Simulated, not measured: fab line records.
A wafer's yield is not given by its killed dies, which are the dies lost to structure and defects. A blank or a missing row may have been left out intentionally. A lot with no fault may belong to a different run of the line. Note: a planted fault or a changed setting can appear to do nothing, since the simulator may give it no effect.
fab line records	flow n5-finfet	part 1 of 2: steps 1 to 16 of 29
record lots=5	wafers=15	last-day=17
route steps=1938 shown BEOL_M5@1146
lots with no fault: from the same line, run without faults
start-h: hours from the record's opening day to when the first of the lot's shown wafers began	wait-h: time in hours since the lot's previous step	" as in the row above	L1.1+2: a single row standing in for several wafers	- value missing, or start not given	* or withheld: withheld	< > ~ a bound
route shown NAME@n: a module of which the file shows steps, and the number in the route of the first	usual: mean/standard deviation taken from wafers without a fault	same: alike in all rows	chamber/n: place in a boat	sites: per-site readings	_std_site: the values' standard deviation	_edge_site: inner sites' mean taken away from outer sites' mean	radius-mm: for every site, how far away it sits from the centre of the wafer	mask NAME#n: copy n	behind: tool/chamber where the wafer was last shaped	hold: why the lot was held/for how many hours/how that ended	device: the transistor (n, p or np) that didn't switch	end of line: at the end of the route, the tests of the same wafers	a step given without rows: its recipe and nothing more	killed: dies lost to structure and defects at the first sort, not the wafer's yield	map: the dies of a wafer, with x for killed, . for not killed, _ for no die there
set.NAME: the run value of the setting; set.NAME@STEP: its run value at that earlier step	model.NAME: the simulator's own value behind a step, which no gauge read
lots seen at some steps along the route; tables by step, rows by wafer
services: the hour from which a tool's chamber was out of use, counted from the record's first day as start-h (under 0 if before that day), plus the number of hours and why
## steps
# step N5_BEOL_M5_PEB_26
# recipe peb-temp-c=100	peb-time-s=60	resist=CAR-EUV
# usual heater-power-total-W=154.0/1
lot.wafer	tool	chamber	start-h	wait-h	heater-power-total-W
L075.1	litho-track-05	0	173.08	0.1	153.0
L075.2	"	0	"	"	154.7
L075.3	"	0	"	"	152.4
L081.2	litho-track-03	0	205.22	0.1	154.8
L081.4	"	0	"	"	153.8
L081.5	"	0	"	"	152.7
L089.4	litho-track-03	0	251.51	0.0	155.3
L089.5	"	0	"	"	155.3
L089.6	"	0	"	"	153.0
L092.3	litho-track-03	0	284.86	0.0	152.9
L092.5	"	0	"	"	152.7
L092.6	"	0	"	"	154.7
L097.1	litho-track-01	0	314.64	0.1	152.6
L097.3	"	0	"	"	154.5
L097.5	"	0	"	"	152.7
# step N5_BEOL_M5_DEVELOP_27
# recipe develop-time-s=30	developer=TMAH	resist=CAR-EUV	rinse-liquid=surfactant-rinse	dry=air-spin	dev-temp-c=23
# usual developer-temp-C=22.99/0.1
lot.wafer	tool	chamber	start-h	wait-h	developer-temp-C
L075.1	litho-track-05	0	-	-	23.14
L075.2	"	0	"	"	23.25
L075.3	"	0	"	"	23.12
L081.2	litho-track-03	0	-	-	22.90
L081.4	"	0	"	"	22.98
L081.5	"	0	"	"	23.09
L089.4	litho-track-03	0	-	-	22.94
L089.5	"	0	"	"	22.88
L089.6	"	0	"	"	23.04
L092.3	litho-track-03	0	-	-	23.05
L092.5	"	0	"	"	23.05
L092.6	"	0	"	"	22.99
L097.1	litho-track-01	0	-	-	23.09
L097.3	"	0	"	"	23.16
L097.5	"	0	"	"	22.90
# step N5_BEOL_M5_CD_MEAS_28
# recipe target-cd-nm=30.6	landing-energy-ev=500	detector=se-inlens	target-cd-y-nm=20	polarity=opening
# usual cd-nm=30.68/0.25
lot.wafer	tool	chamber	start-h	wait-h	cd-nm
L075.1	cd-sem-02	0	173.15	-	30.21
L075.2	"	0	"	"	30.53
L075.3	"	0	"	"	30.41
L081.2	cd-sem-01	0	205.28	-	31.18
L081.4	"	0	"	"	31.07
L081.5	"	0	"	"	31.03
L089.4	cd-sem-03	0	251.58	-	31.18
L089.5	"	0	"	"	30.87
L089.6	"	0	"	"	30.81
L092.3	cd-sem-01	0	284.93	-	30.73
L092.5	"	0	"	"	30.81
L092.6	"	0	"	"	30.82
L097.1	cd-sem-01	0	314.71	-	30.45
L097.3	"	0	"	"	30.45
L097.5	"	0	"	"	30.54
# step N5_BEOL_M5_OVL_MEAS_29
# recipe points-per-wafer=522
# usual V4_OVL=-0.2/0.62
lot.wafer	tool	chamber	start-h	wait-h	V4_OVL[nm]
L075.1	overlay-02	0	173.18	0.0	0.4
L075.2	"	0	"	"	-0.6
L075.3	"	0	"	"	0.4
L081.2	overlay-02	0	205.32	0.0	-0.4
L081.4	"	0	"	"	-0.1
L081.5	"	0	"	"	-0.1
L089.4	overlay-02	0	251.62	0.0	-0.3
L089.5	"	0	"	"	-0.6
L089.6	"	0	"	"	-0.6
L092.3	overlay-01	0	284.97	0.0	0.8
L092.5	"	0	"	"	0.1
L092.6	"	0	"	"	-0.2
L097.1	overlay-02	0	314.74	0.0	-0.2
L097.3	"	0	"	"	-1.1
L097.5	"	0	"	"	0.1
# step N5_BEOL_M5_INSPECT_30
# recipe mode=adi	inspect-instrument=brightfield
# usual raw-defect-count=399/84
lot.wafer	tool	chamber	start-h	wait-h	raw-defect-count
L075.1	defect-inspect-01	-	173.24	0.1	399
L075.2	"	-	"	"	387
L075.3	"	-	"	"	385
L081.2	defect-inspect-02	-	205.37	0.0	572
L081.4	"	-	"	"	355
L081.5	"	-	"	"	414
L089.4	defect-inspect-01	-	251.66	0.0	240
L089.5	"	-	"	"	404
L089.6	"	-	"	"	391
L092.3	defect-inspect-02	-	285.01	0.0	374
L092.5	"	-	"	"	387
L092.6	"	-	"	"	349
L097.1	defect-inspect-02	-	314.80	0.1	349
L097.3	"	-	"	"	394
L097.5	"	-	"	"	373
# step N5_BEOL_M5_DESCUM_33
# recipe chemistry=O2	time-s=7	source-power-w=50	bias-power-w=20	pressure-mtorr=20	rf-frequency-hz=2.712e+07	temp-c=40	resist=CAR-EUV	o2-flow-sccm=225
# usual drypump-motor-current-A=5.6/0.5	oes-product-au=0.81/0.095	rf-vpp-V=242.8/1.7	showerhead-plenum-p-Torr=2.07/0.091	throttle-valve-pct=20.50/0.27
lot.wafer	tool	chamber	start-h	wait-h	drypump-motor-current-A	oes-product-au	rf-hours-counter-h	rf-vpp-V	showerhead-plenum-p-Torr	throttle-valve-pct
L075.1	rie-diel-02	2	173.27	0.0	5.7	0.85	73	242.7	2.03	20.43
L075.2	"	0	"	"	5.7	0.74	140	240.8	1.94	20.74
L075.3	"	1	"	"	5.4	0.71	229	242.7	2.07	20.97
L081.2	rie-diel-03	2	205.57	0.2	5.3	0.87	54	241.5	2.05	20.59
L081.4	"	1	"	"	5.0	0.88	-	245.9	2.22	20.14
L081.5	"	3	"	"	6.4	0.70	-	242.0	1.98	20.58
L089.4	rie-diel-03	1	251.71	0.0	5.0	0.85	-	245.4	2.21	20.18
L089.5	"	3	"	"	6.5	0.68	-	241.0	1.97	20.61
L089.6	"	2	"	"	5.2	0.83	-	242.7	2.04	20.60
L092.3	rie-diel-03	2	285.05	0.0	5.3	0.82	87	240.4	2.04	20.63
L092.5	"	3	"	"	6.4	1.00	-	245.7	2.24	20.19
L092.6	"	0	"	"	5.9	0.68	-	244.2	2.18	20.44
L097.1	rie-diel-06	3	315.05	0.3	4.7	0.81	129	244.4	2.09	20.51
L097.3	"	0	"	"	6.2	0.99	3	246.1	2.22	20.45
L097.5	"	0	"	"	6.2	0.99	-	245.0	2.22	20.44
# step N5_BEOL_M5_ETCH_75
# recipe chemistry=N2/H2	target=underlayer	target-depth-a=65	mask-material=CAR-EUV	time-s=5.2	ion-energy-ev=200	pressure-mtorr=30	source-w=840	bias-w=150	n2-flow-sccm=200	h2-flow-sccm=200	ends=cleared
# usual drypump-motor-current-A=5.6/0.49	etch-rf-on-time-s=5.33/0.14	oes-product-au=0.68/0.077	rf-vpp-V=523/3.5	showerhead-plenum-p-Torr=2.52/0.11	throttle-valve-pct=17.88/0.28
lot.wafer	tool	chamber	start-h	wait-h	drypump-motor-current-A	etch-rf-on-time-s	oes-product-au	rf-hours-counter-h	rf-vpp-V	showerhead-plenum-p-Torr	throttle-valve-pct
L075.1	rie-diel-02	2	173.31	0.0	5.7	5.23	0.72	73	523	2.45	17.76
L075.2	"	0	"	"	5.8	5.30	0.63	140	520	2.36	18.32
L075.3	"	1	"	"	5.5	5.25	0.59	229	524	2.49	18.22
L081.2	rie-diel-03	2	205.61	0.0	5.2	5.29	0.72	54	521	2.47	17.84
L081.4	"	1	"	"	5.0	5.30	0.73	-	528	2.71	17.65
L081.5	"	3	"	"	6.5	5.43	0.58	-	518	2.40	17.87
L089.4	rie-diel-03	1	251.74	0.0	5.1	5.40	0.71	-	529	2.70	17.68
L089.5	"	3	"	"	6.4	5.59	0.56	-	519	2.39	17.89
L089.6	"	2	"	"	5.3	5.42	0.68	-	521	2.46	17.87
L092.3	rie-diel-03	2	285.08	0.0	5.3	5.23	0.69	87	521	2.46	17.92
L092.5	"	3	"	"	6.5	5.32	0.82	-	531	2.71	17.42
L092.6	"	0	"	"	5.9	5.26	0.58	-	525	2.63	17.79
L097.1	rie-diel-06	3	315.09	0.0	4.8	5.11	0.67	129	523	2.54	17.83
L097.3	"	0	"	"	6.2	5.04	0.84	3	529	2.73	18.04
L097.5	"	0	"	"	6.2	4.93	0.85	-	529	2.73	18.02
# step N5_BEOL_M5_ETCH_67
# recipe chemistry=CF4	target=SiARC	target-depth-a=156	mask-material=CAR-EUV	time-s=26	ion-energy-ev=80	pressure-mtorr=40	source-w=545	bias-w=36	Ar_flow_sccm=100	cf4-flow-sccm=100	ends=cleared
# usual drypump-motor-current-A=5.6/0.5	etch-rf-on-time-s=26.6/0.6	oes-product-au=0.68/0.077	rf-vpp-V=183.8/1.5	showerhead-plenum-p-Torr=2.12/0.092	throttle-valve-pct=15.67/0.26
lot.wafer	tool	chamber	start-h	wait-h	drypump-motor-current-A	etch-rf-on-time-s	oes-product-au	rf-hours-counter-h	rf-vpp-V	showerhead-plenum-p-Torr	throttle-valve-pct
L075.1	rie-diel-02	2	173.32	0.0	5.6	26.5	0.72	73	184.0	2.07	15.52
L075.2	"	0	"	"	5.7	27.1	0.63	140	183.8	2.00	15.93
L075.3	"	1	"	"	5.5	26.5	0.60	229	182.6	2.11	16.07
L081.2	rie-diel-03	2	205.62	0.0	5.3	26.6	0.72	54	182.6	2.08	15.62
L081.4	"	1	"	"	5.0	26.4	0.74	-	185.1	2.27	15.31
L081.5	"	3	"	"	6.4	26.6	0.59	-	182.6	2.03	15.76
L089.4	rie-diel-03	1	251.76	0.0	5.0	26.3	0.72	-	187.1	2.26	15.35
L089.5	"	3	"	"	6.5	26.7	0.58	-	182.5	2.02	15.79
L089.6	"	2	"	"	5.3	26.5	0.69	-	184.0	2.07	15.64
L092.3	rie-diel-03	2	285.10	0.0	5.3	26.2	0.68	87	183.3	2.06	15.67
L092.5	"	3	"	"	6.5	25.6	0.84	-	186.3	2.28	15.28
L092.6	"	0	"	"	5.9	26.2	0.58	-	185.8	2.22	15.71
L097.1	rie-diel-06	3	315.11	0.0	4.7	26.0	0.68	129	184.0	2.13	15.66
L097.3	"	0	"	"	6.2	25.5	0.83	3	186.2	2.29	15.71
L097.5	"	0	"	"	6.2	25.3	0.85	-	185.9	2.29	15.73
# step N5_BEOL_M5_ETCH_68
# recipe chemistry=N2/H2	target=SOC	target-depth-a=800	overetch-a=160	mask-material=SiARC	temp-c=40	time-s=120	ion-energy-ev=200	pressure-mtorr=30	source-w=840	bias-w=150	n2-flow-sccm=200	h2-flow-sccm=200
# usual drypump-motor-current-A=5.6/0.49	oes-product-au=0.62/0.069	rf-vpp-V=523/3.3	showerhead-plenum-p-Torr=2.52/0.11	throttle-valve-pct=17.84/0.28
lot.wafer	tool	chamber	start-h	wait-h	drypump-motor-current-A	oes-product-au	rf-hours-counter-h	rf-vpp-V	showerhead-plenum-p-Torr	throttle-valve-pct
L075.1	rie-diel-02	2	173.35	0.0	5.7	0.64	73	522	2.45	17.72
L075.2	"	0	"	"	5.7	0.57	140	519	2.36	18.25
L075.3	"	1	"	"	5.5	0.54	229	524	2.49	18.16
L081.2	rie-diel-03	2	205.65	0.0	5.3	0.65	54	522	2.47	17.79
L081.4	"	1	"	"	5.0	0.66	-	528	2.71	17.59
L081.5	"	3	"	"	6.5	0.53	-	520	2.40	17.80
L089.4	rie-diel-03	1	251.82	0.0	5.1	0.64	-	527	2.70	17.64
L089.5	"	3	"	"	6.5	0.52	-	519	2.39	17.86
L089.6	"	2	"	"	5.3	0.62	-	521	2.46	17.81
L092.3	rie-diel-03	2	285.13	0.0	5.2	0.61	87	523	2.46	17.84
L092.5	"	3	"	"	6.5	0.75	-	529	2.71	17.36
L092.6	"	0	"	"	6.0	0.53	-	525	2.63	17.75
L097.1	rie-diel-06	3	315.13	0.0	4.7	0.60	130	524	2.54	17.80
L097.3	"	0	"	"	6.2	0.74	3	529	2.73	17.98
L097.5	"	0	"	"	6.2	0.73	-	528	2.73	17.98
# step N5_BEOL_M5_STRIP_69
# recipe chemistry=N2/H2	temp-c=40	n2-flow-sccm=200	h2-flow-sccm=200	rf-frequency-hz=6e+07
lot.wafer	tool	chamber	start-h	wait-h
L075.1+2+3	rie-diel-02	2,0,1	173.43	0.0
L081.2+4+5	rie-diel-03	2,1,3	205.73	0.0
L089.4+5+6	rie-diel-03	1,3,2	251.86	0.0
L092.3+5+6	rie-diel-03	2,3,0	285.21	0.0
L097.1+3+5	rie-diel-06	3,0,0	315.21	0.0
# step N5_BEOL_M5_STRIP_76
# recipe chemistry=N2/H2	temp-c=40	n2-flow-sccm=200	h2-flow-sccm=200	rf-frequency-hz=6e+07
lot.wafer	tool	chamber	start-h	wait-h
L075.1+2+3	rie-diel-02	2,0,1	173.44	0.0
L081.2+4+5	rie-diel-03	2,1,3	205.74	0.0
L089.4+5+6	rie-diel-03	1,3,2	251.87	0.0
L092.3+5+6	rie-diel-03	2,3,0	285.22	0.0
L097.1+3+5	rie-diel-06	3,0,0	315.22	0.0
# step N5_BEOL_M5_VIA_ETCH_34
# recipe chemistry=C4F6/O2	target=SiCOH_lowk	target-depth-a=883	mask-material=SOC	taper-deg=4	time-s=39.2	ion-energy-ev=250	pressure-mtorr=30	source-w=345	bias-w=185	Ar_flow_sccm=300	C4F6_flow_sccm=10	O2_flow_sccm=10
# usual C4F6_flow_sccm=10.001/0.029	drypump-motor-current-A=5.6/0.5	oes-product-au=0.80/0.093	rf-vpp-V=654/14	showerhead-plenum-p-Torr=2.82/0.12	throttle-valve-pct=20.95/0.25
lot.wafer	tool	chamber	start-h	wait-h	C4F6_flow_sccm	drypump-motor-current-A	oes-product-au	rf-hours-counter-h	rf-vpp-V	showerhead-plenum-p-Torr	throttle-valve-pct
L075.1	rie-diel-02	2	173.45	0.0	10.048	5.7	0.84	73	645	2.76	20.83
L075.2	"	0	"	"	9.980	5.7	0.73	140	668	2.65	21.21
L075.3	"	1	"	"	9.977	5.5	0.70	229	638	2.82	21.36
L081.2	rie-diel-03	2	205.75	0.0	10.036	5.3	0.84	55	665	2.78	20.97
L081.4	"	1	"	"	9.970	5.1	0.87	-	647	3.01	20.60
L081.5	"	3	"	"	10.028	6.5	0.67	-	637	2.66	20.76
L089.4	rie-diel-03	1	251.89	0.0	9.982	5.1	0.83	-	647	3.01	20.64
L089.5	"	3	"	"	10.003	6.5	0.67	-	636	2.66	20.82
L089.6	"	2	"	"	9.995	5.3	0.82	-	663	2.77	21.01
L092.3	rie-diel-03	2	285.23	0.0	10.008	5.3	0.80	87	662	2.76	21.03
L092.5	"	3	"	"	10.012	6.5	0.97	-	645	2.99	20.41
L092.6	"	0	"	"	10.022	5.9	0.68	-	647	2.94	20.83
L097.1	rie-diel-06	3	315.23	0.0	9.995	4.8	0.79	130	653	2.82	20.79
L097.3	"	0	"	"	9.971	6.2	0.99	3	687	3.02	20.98
L097.5	"	0	"	"	9.979	6.2	0.98	-	687	3.02	20.98
# step N5_BEOL_M5_STRIP_85
# recipe chemistry=C4F6/O2	resist=SiARC	rf-frequency-hz=6e+07
lot.wafer	tool	chamber	start-h	wait-h
L075.1+2+3	rie-diel-02	2,0,1	173.49	0.0
L081.2+4+5	rie-diel-03	2,1,3	205.79	0.0
L089.4+5+6	rie-diel-03	1,3,2	251.92	0.0
L092.3+5+6	rie-diel-03	2,3,0	285.26	0.0
L097.1+3+5	rie-diel-06	3,0,0	315.27	0.0
# step N5_BEOL_M5_STRIP_36
# recipe chemistry=N2/H2	power-w=450	temp-c=40	pressure-mtorr=20	rf-frequency-hz=6e+07	overash-fraction=0.3	bias-power-w=7	h2-frac=0.5	n2-flow-sccm=200	h2-flow-sccm=200
# usual drypump-motor-current-A=5.6/0.49	oes-product-au=0.81/0.096	rf-vpp-V=59.2/1.4	showerhead-plenum-p-Torr=2.51/0.11	throttle-valve-pct=23.7/0.34
lot.wafer	tool	chamber	start-h	wait-h	drypump-motor-current-A	oes-product-au	rf-hours-counter-h	rf-vpp-V	showerhead-plenum-p-Torr	throttle-valve-pct
L075.1	rie-diel-02	2	173.50	0.0	5.7	0.85	73	57.9	2.45	23.7
L075.2	"	0	"	"	5.7	0.75	140	61.4	2.36	24.2
L075.3	"	1	"	"	5.4	0.70	229	62.4	2.49	24.0
L081.2	rie-diel-03	2	205.80	0.0	5.3	0.85	55	58.1	2.47	23.5
L081.4	"	1	"	"	5.0	0.88	-	61.5	2.71	23.5
L081.5	"	3	"	"	6.5	0.70	-	57.2	2.39	23.5
L089.4	rie-diel-03	1	251.94	0.0	5.1	0.84	-	59.7	2.70	23.6
L089.5	"	3	"	"	6.4	0.67	-	57.7	2.38	23.5
L089.6	"	2	"	"	5.3	0.82	-	59.0	2.46	23.5
L092.3	rie-diel-03	2	285.27	0.0	5.3	0.82	87	58.8	2.46	23.5
L092.5	"	3	"	"	6.5	1.00	-	62.4	2.71	23.1
L092.6	"	0	"	"	5.9	0.66	-	59.0	2.62	23.3
L097.1	rie-diel-06	3	315.28	0.0	4.8	0.79	130	62.1	2.53	23.5
L097.3	"	0	"	"	6.3	0.99	3	60.1	2.73	23.9
L097.5	"	0	"	"	6.2	0.98	-	60.9	2.73	23.9
# step N5_BEOL_M5_TRENCH_ETCH_37
# recipe chemistry=C4F6/O2	target-depth-a=716.52	target=SiCOH_lowk	time-s=24.7	ion-energy-ev=250	pressure-mtorr=30	source-w=345	bias-w=185	Ar_flow_sccm=300	C4F6_flow_sccm=10	O2_flow_sccm=10
# usual C4F6_flow_sccm=10.002/0.03	drypump-motor-current-A=5.6/0.5	oes-product-au=0.80/0.093	rf-vpp-V=654/14	showerhead-plenum-p-Torr=2.82/0.12	throttle-valve-pct=20.99/0.25
lot.wafer	tool	chamber	start-h	wait-h	C4F6_flow_sccm	drypump-motor-current-A	oes-product-au	rf-hours-counter-h	rf-vpp-V	showerhead-plenum-p-Torr	throttle-valve-pct
L075.1	rie-diel-02	2	-	-	10.037	5.6	0.84	73	645	2.76	20.88
L075.2	"	0	"	"	9.991	5.7	0.74	140	667	2.65	21.24
L075.3	"	1	"	"	9.999	5.5	0.69	229	638	2.82	21.40
L081.2	rie-diel-03	2	-	-	9.983	5.2	0.84	55	663	2.78	21.00
L081.4	"	1	"	"	9.997	5.1	0.87	-	647	3.01	20.66
L081.5	"	3	"	"	10.006	6.5	0.68	-	636	2.66	20.81
L089.4	rie-diel-03	1	-	-	9.981	5.0	0.84	-	646	3.01	20.71
L089.5	"	3	"	"	10.012	6.5	0.67	-	636	2.66	20.85
L089.6	"	2	"	"	9.992	5.3	0.82	-	664	2.77	21.04
L092.3	rie-diel-03	2	-	-	9.985	5.3	0.80	87	663	2.76	21.04
L092.5	"	3	"	"	9.991	6.5	0.97	-	648	3.00	20.46
L092.6	"	0	"	"	10.007	6.0	0.68	-	647	2.94	20.88
L097.1	rie-diel-06	3	-	-	9.950	4.7	0.79	130	653	2.82	20.84
L097.3	"	0	"	"	10.052	6.3	0.99	3	686	3.02	21.03
L097.5	"	0	"	"	10.023	6.3	0.99	-	687	3.02	21.02
# step N5_BEOL_M5_ETCH_41
# recipe chemistry=CH3F/O2	target=SiCN	target-depth-a=315	taper-deg=2	time-s=56.7	ion-energy-ev=120	mask-material=TiN	pressure-mtorr=30	source-w=395	bias-w=75	Ar_flow_sccm=150	CH3F_flow_sccm=30	O2_flow_sccm=20
# usual drypump-motor-current-A=5.6/0.49	oes-product-au=0.80/0.093	rf-vpp-V=297.0/2	showerhead-plenum-p-Torr=1.98/0.091	throttle-valve-pct=16.38/0.25
lot.wafer	tool	chamber	start-h	wait-h	drypump-motor-current-A	oes-product-au	rf-hours-counter-h	rf-vpp-V	showerhead-plenum-p-Torr	throttle-valve-pct
L075.1	rie-diel-02	2	-	-	5.7	0.84	73	296.9	1.94	16.24
L075.2	"	0	"	"	5.7	0.73	140	294.1	1.85	16.60
L075.3	"	1	"	"	5.4	0.69	229	297.1	1.98	16.82
L081.2	rie-diel-03	2	-	-	5.3	0.83	55	297.1	1.95	16.37
L081.4	"	1	"	"	5.0	0.86	-	299.2	2.12	16.03
L081.5	"	3	"	"	6.5	0.68	-	295.4	1.87	16.38
L089.4	rie-diel-03	1	-	-	5.0	0.84	-	299.3	2.12	16.06
L089.5	"	3	"	"	6.4	0.67	-	294.8	1.87	16.40
L089.6	"	2	"	"	5.3	0.82	-	296.4	1.94	16.43
L092.3	rie-diel-03	2	-	-	5.3	0.79	87	295.5	1.94	16.45
L092.5	"	3	"	"	6.4	0.97	-	301.1	2.12	15.90
L092.6	"	0	"	"	6.0	0.67	-	298.5	2.07	16.36
L097.1	rie-diel-06	3	-	-	4.7	0.80	130	296.7	1.99	16.34
L097.3	"	0	"	"	6.2	0.99	3	299.2	2.13	16.34
L097.5	"	0	"	"	6.2	0.99	-	298.8	2.13	16.35
